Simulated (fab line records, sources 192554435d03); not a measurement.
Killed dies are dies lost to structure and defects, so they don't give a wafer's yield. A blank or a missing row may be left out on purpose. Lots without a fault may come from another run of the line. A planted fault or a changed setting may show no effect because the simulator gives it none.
Split-lot experiment | flow n5_finfet | 7 lots, 21 wafers read, on a route of 1938 steps

THE SPLIT
At N5_HKMG_FIN_COAT_29 (time 60 s, resist thk 300 nm), the setting spin_rpm was moved away from the recipe's 1500 rpm on 5 of the 21 wafers read, by -7.3% to +8.7%. The other wafers ran this setting at the recipe's value.

The reading is taken at the split's own step.

THE READING
SOC_of_HKMG_FIN_COAT_29.thk_nm (the simulator's own value, which no gauge read), in nm, at N5_HKMG_FIN_COAT_29 (time 60 s, resist thk 300 nm). The file gives no usual value for it. The 16 wafers here that ran the recipe average 300.2 nm, standard deviation 0.79 nm.

wafer  | tool, chamber at the split | spin_rpm as run, rpm | against the recipe | SOC_of_HKMG_FIN_COAT_29.thk_nm, nm | against lot-mates on the recipe
L076.2 | litho_track-04, 0          | 1399                 | -6.7%              | 311                                | +11.3
L076.3 | litho_track-04, 0          | 1500                 | recipe             | 299.6                              | -
L076.4 | litho_track-04, 0          | 1500                 | recipe             | 299.8                              | -
L078.1 | litho_track-02, 0          | 1500                 | recipe             | 300.4                              | -
L078.4 | litho_track-02, 0          | 1561                 | +4.1%              | 293.8                              | -6.3
L078.6 | litho_track-02, 0          | 1500                 | recipe             | 299.8                              | -
L079.1 | litho_track-02, 0          | 1500                 | recipe             | 298.8                              | -
L079.2 | litho_track-02, 0          | 1631                 | +8.7%              | 286.8                              | -12.3
L079.4 | litho_track-02, 0          | 1500                 | recipe             | 299.4                              | -
L084.1 | litho_track-04, 0          | 1390                 | -7.3%              | 311.2                              | +11.8
L084.3 | litho_track-04, 0          | 1390                 | -7.3%              | 310.4                              | +11.0
L084.6 | litho_track-04, 0          | 1500                 | recipe             | 299.4                              | -
L087.1 | litho_track-02, 0          | 1500                 | recipe             | 301                                | -
L087.4 | litho_track-02, 0          | 1500                 | recipe             | 300.6                              | -
L087.5 | litho_track-02, 0          | 1500                 | recipe             | 300.8                              | -
L088.1 | litho_track-02, 0          | 1500                 | recipe             | 300.4                              | -
L088.5 | litho_track-02, 0          | 1500                 | recipe             | 300.4                              | -
L088.6 | litho_track-02, 0          | 1500                 | recipe             | 302.2                              | -
L090.3 | litho_track-02, 0          | 1500                 | recipe             | 300.2                              | -
L090.5 | litho_track-02, 0          | 1500                 | recipe             | 299.4                              | -
L090.6 | litho_track-02, 0          | 1500                 | recipe             | 300.6                              | -

THE FIT
A straight line over all 21 wafers: SOC_of_HKMG_FIN_COAT_29.thk_nm changes by -1.51 nm for each +1% of spin_rpm; r = -0.99; the points scatter about the line by 0.77 nm.
The same after taking each lot's own level away (the mean of its wafers on the recipe; 21 wafers): -1.53 nm for each +1%; r = -1.00; scatter 0.54 nm.
On that fit, the largest move of spin_rpm shifts the reading by 13 nm.
The lots' own levels span 299.10 to 301.00 nm, that is 2.4 times the standard deviation above.
So the lot-to-lot level changes the slope little: the two slopes agree.
Check: with one of the wafers moved furthest among these (+8.7%) left out of the fit, the line predicts -13.8 nm for it against its lot-mates. It came out at -12.3 nm against them.

OTHER SPLITS ON THESE WAFERS
These wafers also went through other splits before the reading. Each is held against what the fit with the lots' levels taken away leaves over:
other split on the same wafers | wafers away from the commonest value | r with SOC_of_HKMG_FIN_COAT_29.thk_nm (lot level and that fit taken away)
N5_HKMG_FIN_EXPOSE_46 dose_mj  | 11                                   | -0.20
N5_HKMG_FIN_ETCH_58 source_w   | 6                                    | -0.31

THE FILE'S OWN FIT
SOC_of_HKMG_FIN_COAT_29.thk_nm changes by -1.53 nm for each +1% of spin_rpm, r = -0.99.
